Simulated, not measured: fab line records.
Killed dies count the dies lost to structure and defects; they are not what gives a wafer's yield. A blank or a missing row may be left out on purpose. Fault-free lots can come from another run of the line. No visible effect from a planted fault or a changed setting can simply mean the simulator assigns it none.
Problem report in the 8D (eight disciplines) form, filled by code -- flow nandHarc -- the parts of the form that need people (team, actions taken, sign-off) are left out

## 1. WHAT WENT WRONG
mfcPrecursorSccm at NHARC_A_CONTACT_DEP_24 reads a mean of 128.4 sccm on 1 wafer of 1 lot; wafers without a fault read 161.4 sccm with a standard deviation of 0.49. Measured from the usual mean, that is -67 standard deviations.
The step: deposits SiO2, target thk 500 nm.
First observed at day 18 13:58: wafer L833.5, on pecvd-02. The record has a number at this step for 33 wafers belonging to 11 lots. Rule for "out" (also "out of limits"): further than 4 standard deviations from the usual mean. The other wafers with a number count as sound.

## 2. WHAT IT IS; WHAT IT IS NOT
question,is,is not
which readings at this step,mfcPrecursorSccm,"flowSccm, heaterPowerW"
which lots,L833,"L827, L828, L829, L831, L832, L837, L838, L844, L845, L846"
which wafers of those lots,L833.5,"L833.4, L833.6"
read on which tools,pecvd-02,"pecvd-01, pecvd-04"
when,from day 18 13:58,"up to then (17 sound wafers); but 15 sound wafers of L837, L838, L844, L845, L846 came after"

## 3. SUSPECTS, AND WHAT RULES EACH OUT
Counting: a tool at a process step up to the reading stays a suspect if it ran every lot that is out. Sound lots after the first of them don't rule it out here, since some wafers of a struck lot are sound.
- rieDiel-08 at NHARC_A_SLIT_ETCH_29 (etches the open film in CF4/O2, target depth 100 nm, overetch 10 nm, time 55 s): kept. It processed L833, the lot that is out, at day 16 18:01, and its most recent sound lot before then was L832 at day 16 16:32.
- rieDiel-05 at NHARC_A_WL_FILL_STRIP_29 (strips in O2, time 20 s): kept. It processed L833, the lot that is out, at day 18 00:44, and its most recent sound lot before then was L828 at day 16 14:14.
- pecvd-02 at NHARC_A_CONTACT_DEP_24 (deposits SiO2, target thk 500 nm): kept. It processed L833, the lot that is out, at day 18 13:58, and its most recent sound lot before then was L832 at day 18 09:48. Out on those wafers are its own readings of mfcPrecursorSccm.
- Within rieDiel-08 at NHARC_A_SLIT_ETCH_29: the wafers that are out ran in chamber 3; their sound lot-mates ran in chamber 2.
- Within rieDiel-05 at NHARC_A_WL_FILL_STRIP_29: the wafers that are out ran in chamber 3; their sound lot-mates ran in chambers 0, 2.
- Within pecvd-02 at NHARC_A_CONTACT_DEP_24: the wafers that are out ran in chamber 0; their sound lot-mates ran in chambers 1, 2.
Still standing after the count: rieDiel-08 at NHARC_A_SLIT_ETCH_29, rieDiel-05 at NHARC_A_WL_FILL_STRIP_29, pecvd-02 at NHARC_A_CONTACT_DEP_24.

## 4. THE CAUSE (what the simulator had put in)
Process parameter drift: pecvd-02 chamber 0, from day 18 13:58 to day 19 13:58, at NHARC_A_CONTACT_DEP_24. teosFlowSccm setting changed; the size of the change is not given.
Of the 3 suspects that counting leaves, this tool is one.

## 5. THE EFFECT CHAIN, in route order
Each row: a reading where the mean over the struck wafers with a number is more than 3 standard deviations away from the usual. Scope: only readings with a usual standard deviation given in the record; hours: median across lots of the time from each lot's start at the first step in this table that gives one to its start at this step; sigmas: change in usual standard deviations.
hours,step,reading,usual,on struck wafers,change,sigmas
0,NHARC_A_CONTACT_DEP_24,mfcPrecursorSccm,161.4 sccm,128.4,-33.0,-67
The process steps in it:
- NHARC_A_CONTACT_DEP_24: deposits SiO2, target thk 500 nm.
Later measuring or inspecting steps at which every struck wafer that the step has a row for has a number for every such reading, and none has moved that far: NHARC_A_CONTACT_CD_MEAS_42.

## 6. WHAT WOULD HAVE CAUGHT IT SOONER
0 hours passed between the start of the fault at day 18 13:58 and the first reading out of limits in this record, taken at day 18 13:58.
